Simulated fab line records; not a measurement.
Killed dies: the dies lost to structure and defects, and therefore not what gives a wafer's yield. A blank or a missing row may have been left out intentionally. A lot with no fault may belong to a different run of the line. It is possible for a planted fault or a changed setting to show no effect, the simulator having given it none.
A lot that was struck, set against a sound lot || flow nand_harc || 15 steps out of a route of 1302
Sound: these wafers, L136.3, L136.4, L136.6. Wafers struck: L153.1, L153.3, L153.6. The cause comes at the end.
At each step with rows: each side's tool, then ch and its chambers, then its first start. Under that, the readings that differ: sound wafers || struck wafers || difference of the means || sigmas: that difference in standard deviations of wafers without a fault.
alike: same words and numbers on both sides, and readings whose means sit less than 2 such deviations apart. not compared: any withheld reading, any reading some wafer has no value for, any bound like >300 that may hide the same value, and any number with overlapping values for which the record gives no deviation.
The two part at a step that has a row with sigmas, a row that says differs or no value, or rows on one side only. Numbers that have no deviation but don't overlap get no sigmas and don't part them. A reading that every wafer of one side lacks parts them only if that side has two wafers or more.

NHARC_A_SGD_CUT_THK_MEAS_22: measures by ellipsometry.
  sound: film_metro-01 at day 19 21:40; struck: film_metro-02 at day 27 10:29
  alike: thk_nm
then, 2 steps without rows for these wafers: NHARC_A_SGD_CUT_SRD_23; NHARC_A_SGD_CUT_ETCH_26 (etches SiO2 in dHF, target depth 45.8 nm).
NHARC_A_SGD_CUT_ETCHBACK_24: etches the open film in CH3F/O2, target depth 50 nm, time 92.857 s.
  sound on rie_diel-02 ch 0,2,3, day 19 21:53; struck on rie_diel-05 ch 0,2,3, day 27 10:43
  alike: drypump_motor_current_A, o2_flow_sccm, oes_product_au, rf_fwd_power_W, rf_vpp_V, showerhead_plenum_p_Torr, throttle_valve_pct
  not compared: rf_hours_counter_h
NHARC_A_SGD_CUT_STRIP_28: strips in O2, time 20 s.
  sound on rie_diel-02 ch 0,1,2; struck on rie_diel-05 ch 0,1,2
{"reading": "oes_product_au (a.u.)", "sound": "1.007 1.006 1.018", "struck": "0.985 0.982 0.992", "difference": -0.024, "sigmas": -2}
  alike: drypump_motor_current_A, o2_flow_sccm, rf_vpp_V, showerhead_plenum_p_Torr, throttle_valve_pct
  not compared: rf_hours_counter_h
NHARC_A_SGD_CUT_INSPECT_25:
  sound: defect_inspect-02 at day 19 22:08; struck: defect_inspect-01 at day 27 10:58
  alike: raw_defect_count
NHARC_A_SLIT_DEP_25: deposits SiO2, target thk 200 nm.
  sound on pecvd-03 ch 1,2, day 19 22:19; struck on pecvd-03 ch 1,2, day 27 11:10
  alike: heater_power_w, rf_fwd_power_W, throttle_valve_pct
NHARC_A_SLIT_DEP_00: deposits aC, target thk 6200 nm.
  sound on acl_dep-03 ch 0, day 20 02:43; struck on acl_dep-03 ch 0, day 27 11:31
  alike: throttle_valve_pct
NHARC_A_SLIT_DEP_23: deposits SiON, target thk 100 nm.
  sound on pecvd-03 ch 0,1,2, day 20 05:19; struck on pecvd-01 ch 0,1,2, day 27 15:17
  alike: heater_power_w, rf_fwd_power_W
then, 3 steps without rows for these wafers: NHARC_A_SLIT_DEHYDRATE_01 (time 120 s); NHARC_A_SLIT_HMDS_02 (time 30 s); NHARC_A_SLIT_COAT_03 (resist thk 90 nm).
NHARC_A_SLIT_SOFTBAKE_04: time 55 s.
  sound on litho_track-06 ch 0, day 20 05:00; struck on litho_track-06 ch 0, day 27 15:00
{"reading": "heater_power_total_W (W)", "sound": "188.64 188.67 188.33", "struck": "199.44 199.50 199.63", "difference": "+10.98", "sigmas": "+84"}
then, 2 steps without rows for these wafers: NHARC_A_SLIT_EBR_05; NHARC_END_SORT_01.

## WHERE THEY PART
At NHARC_A_SGD_CUT_STRIP_28 first; at NHARC_A_SLIT_SOFTBAKE_04 last (within this record only).

WHY: the cause the simulator had injected
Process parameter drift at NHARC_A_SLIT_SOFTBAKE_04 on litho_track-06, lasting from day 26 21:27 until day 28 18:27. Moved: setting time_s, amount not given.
